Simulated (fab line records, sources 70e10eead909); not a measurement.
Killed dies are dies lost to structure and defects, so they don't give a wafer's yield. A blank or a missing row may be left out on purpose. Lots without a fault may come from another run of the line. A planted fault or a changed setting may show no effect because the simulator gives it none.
Which tool did it? | flow nand_harc | 12 lots, 36 wafers sampled, at 4 steps of a route of 1302

WHAT THE GAUGES READ, wafer by wafer
The record holds no reading of a measuring or inspecting step that can be judged against a usual standard deviation.

WHICH TOOL RAN EACH LOT (tool, then ch and the chambers of the sampled wafers, then the start)
lot  | NHARC_A_CHANNEL_HOLE_D2_ETCH_27  | NHARC_A_CHANNEL_FILL_D2_ALD_02   | NHARC_A_CHANNEL_FILL_D2_ALD_16   | NHARC_A_CHANNEL_FILL_D2_STRIP_28
L208 | har_etch-02 ch 0,1, day 14 14:01 | ald_hk-01 ch 0,3, day 14 15:58   | ald_hk-01 ch 0,1,3, day 15 06:34 | rie_diel-03 ch 0,1,2, day 15 21:38
L209 | har_etch-01 ch 0,1, day 14 20:55 | ald_hk-03 ch 0,2, day 15 00:53   | ald_hk-02 ch 1,3, day 15 13:05   | rie_diel-01 ch 0,1,2, day 16 00:41
L210 | har_etch-02 ch 0,1, day 15 07:20 | ald_hk-01 ch 0,2, day 15 09:22   | ald_hk-02 ch 1,2, day 15 19:03   | rie_diel-01 ch 0,2, day 16 07:14
L212 | har_etch-02 ch 0,1, day 16 01:04 | ald_hk-01 ch 1,2,3, day 16 03:01 | ald_hk-02 ch 1,2,3, day 16 18:13 | rie_diel-01 ch 0,1,3, day 17 08:19
L217 | har_etch-01 ch 0,1, day 18 02:40 | ald_hk-03 ch 0,1, day 18 04:32   | ald_hk-02 ch 0,1, day 18 17:14   | rie_diel-01 ch 0,1,2, day 19 05:05
L216 | har_etch-02 ch 0,1, day 18 03:26 | ald_hk-02 ch 0,1, day 18 05:22   | ald_hk-02 ch 1,2,3, day 18 17:05 | rie_diel-04 ch 0,1,3, day 19 05:31
L218 | har_etch-01 ch 0,1, day 18 14:53 | ald_hk-02 ch 0,1,3, day 18 17:37 | ald_hk-03 ch 0,2,3, day 19 05:39 | rie_diel-01 ch 0,3, day 19 17:10
L220 | har_etch-02 ch 0,1, day 19 08:01 | ald_hk-03 ch 0,3, day 19 11:35   | ald_hk-01 ch 0,1,3, day 19 23:55 | rie_diel-03 ch 0,1,3, day 20 12:07
L219 | har_etch-01 ch 0,1, day 19 09:56 | ald_hk-03 ch 2,3, day 19 12:55   | ald_hk-02 ch 2,3, day 19 23:53   | rie_diel-01 ch 0,1,2, day 20 12:07
L224 | har_etch-02 ch 0,1, day 21 01:04 | ald_hk-01 ch 1,2, day 21 04:00   | ald_hk-02 ch 0,1,3, day 21 16:14 | rie_diel-01 ch 1,2,3, day 22 03:47
L225 | har_etch-01 ch 0,1, day 21 14:40 | ald_hk-02 ch 0,1,2, day 21 16:35 | ald_hk-02 ch 0,1,3, day 22 04:49 | rie_diel-03 ch 0,1,2, day 22 16:17
L229 | har_etch-02 ch 0,1, day 22 21:31 | ald_hk-03 ch 0,2,3, day 22 23:53 | ald_hk-03 ch 0,1,2, day 23 11:50 | rie_diel-01 ch 0,1,3, day 23 23:59
- NHARC_A_CHANNEL_HOLE_D2_ETCH_27: etches the open film in C4F8/O2/Ar, time 90 s, target depth 400 nm.
- NHARC_A_CHANNEL_FILL_D2_ALD_02: deposits SiO2, target thk 6 nm, pulse time 10 s, ald cycles 60.
- NHARC_A_CHANNEL_FILL_D2_ALD_16: deposits SiO2, target thk 1.5 nm, pulse time 10 s, ald cycles 15.
- NHARC_A_CHANNEL_FILL_D2_STRIP_28: strips in O2, time 20 s.

WHAT THE TOOLS THEMSELVES READ (means of the sampled wafers that have a number; where no wafer has one, the mark that the record gives instead)
NHARC_A_CHANNEL_HOLE_D2_ETCH_27.
lot  | tool        | bias_v (V) | c4f8_flow_sccm (sccm) | drypump_motor_current_A (A) | rf_fwd_power_W (W) | showerhead_plenum_p_Torr (Torr) | throttle_valve_pct (%)
L208 | har_etch-02 | 400        | 41.58                 | 6.3                         | 1989               | 3.73                            | 27.618
L209 | har_etch-01 | 398        | 41.71                 | 5.1                         | 2000               | 3.54                            | 27.613
L210 | har_etch-02 | 399        | 41.72                 | 6.1                         | 1987               | 3.67                            | 27.620
L212 | har_etch-02 | 401        | 41.71                 | 6.1                         | 1988               | 3.67                            | 27.626
L217 | har_etch-01 | 397        | 41.74                 | 5.1                         | 1992               | 3.51                            | 27.617
L216 | har_etch-02 | 399        | 41.75                 | 6.3                         | 1982               | 3.83                            | 27.623
L218 | har_etch-01 | 402        | 41.87                 | 5.1                         | 1993               | 3.51                            | 27.607
L220 | har_etch-02 | 402        | 41.72                 | 6.1                         | 1989               | 3.89                            | 27.612
L219 | har_etch-01 | 401        | 41.58                 | 5.1                         | 1992               | 3.50                            | 27.604
L224 | har_etch-02 | 405        | 41.70                 | 6.3                         | 1993               | 3.80                            | 27.625
L225 | har_etch-01 | 400        | 41.56                 | 5.1                         | 1986               | 3.48                            | 27.619
L229 | har_etch-02 | 398        | 41.58                 | 6.1                         | 1985               | 3.86                            | 27.621

NHARC_A_CHANNEL_FILL_D2_ALD_02.
lot  | tool      | heater_power_w (W) | precursor_pulse_height_rel
L208 | ald_hk-01 | 553                | 1.020
L209 | ald_hk-03 | 507                | 1.000
L210 | ald_hk-01 | 568                | 0.983
L212 | ald_hk-01 | 517                | 1.025
L217 | ald_hk-03 | 508                | 1.003
L216 | ald_hk-02 | 430                | 1.005
L218 | ald_hk-02 | 470                | 0.978
L220 | ald_hk-03 | 418                | 0.992
L219 | ald_hk-03 | 493                | 0.997
L224 | ald_hk-01 | 491                | 0.990
L225 | ald_hk-02 | 432                | 0.990
L229 | ald_hk-03 | 480                | 0.997

NHARC_A_CHANNEL_FILL_D2_ALD_16.
lot  | tool      | heater_power_w (W) | precursor_pulse_height_rel
L208 | ald_hk-01 | 557                | 1.004
L209 | ald_hk-02 | 448                | 1.006
L210 | ald_hk-02 | 414                | 0.992
L212 | ald_hk-02 | 444                | 0.994
L217 | ald_hk-02 | 434                | 0.983
L216 | ald_hk-02 | 445                | 1.004
L218 | ald_hk-03 | 478                | 1.014
L220 | ald_hk-01 | 562                | 1.015
L219 | ald_hk-02 | 437                | 0.985
L224 | ald_hk-02 | 470                | 1.003
L225 | ald_hk-02 | 468                | 0.987
L229 | ald_hk-03 | 534                | 1.002

NHARC_A_CHANNEL_FILL_D2_STRIP_28.
lot  | tool        | drypump_motor_current_A (A) | oes_product_au (a.u.) | rf_vpp_V (V) | showerhead_plenum_p_Torr (Torr) | throttle_valve_pct (%)
L208 | rie_diel-03 | 6.0                         | 0.999                 | 57.6         | 3.48                            | 17.036
L209 | rie_diel-01 | 5.4                         | 0.993                 | 57.5         | 3.50                            | 17.038
L210 | rie_diel-01 | 5.4                         | 0.997                 | 57.4         | 3.55                            | 17.040
L212 | rie_diel-01 | 5.5                         | 0.997                 | 58.0         | 3.60                            | 17.042
L217 | rie_diel-01 | 5.4                         | 0.995                 | 57.9         | 3.49                            | 17.041
L216 | rie_diel-04 | 5.6                         | 0.987                 | 57.3         | 3.58                            | 17.039
L218 | rie_diel-01 | 5.9                         | 0.999                 | 57.1         | 3.67                            | 17.033
L220 | rie_diel-03 | 5.8                         | 0.998                 | 58.1         | 3.45                            | 17.040
L219 | rie_diel-01 | 5.4                         | 0.997                 | 57.7         | 3.49                            | 17.039
L224 | rie_diel-01 | 5.6                         | 1.000                 | 57.9         | 3.51                            | 17.033
L225 | rie_diel-03 | 5.9                         | 1.008                 | 56.8         | 3.47                            | 17.039
L229 | rie_diel-01 | 5.5                         | 0.998                 | 56.9         | 3.60                            | 17.043

THE ANSWER, worked out from the rows above alone
Rule: what is usual is taken from the lots themselves. Put in order of their means at a reading, lots are off if they are a third of the lots or fewer, leave a main group of 4 or more, and stand apart from it by a gap of 3 or more times the standard deviation of the main group's means; of several such gaps the widest counts. A main group whose means are all the same, to the digits that the tables above print for the reading, isn't used. A lot without any number at a reading at which 4 lots or more have one is off too. The other lots that the step has rows for count as sound. The gauges are gone through in route order, then the tools' own readings, and for those a lot's mean is taken as printed above. The first step at which some lot is off is used, and at that step the reading that is off furthest; a lot without a number counts as furthest.
No lot is off at any reading shown: from this, nothing can be told.

WHAT THE SIMULATOR HAD PUT IN
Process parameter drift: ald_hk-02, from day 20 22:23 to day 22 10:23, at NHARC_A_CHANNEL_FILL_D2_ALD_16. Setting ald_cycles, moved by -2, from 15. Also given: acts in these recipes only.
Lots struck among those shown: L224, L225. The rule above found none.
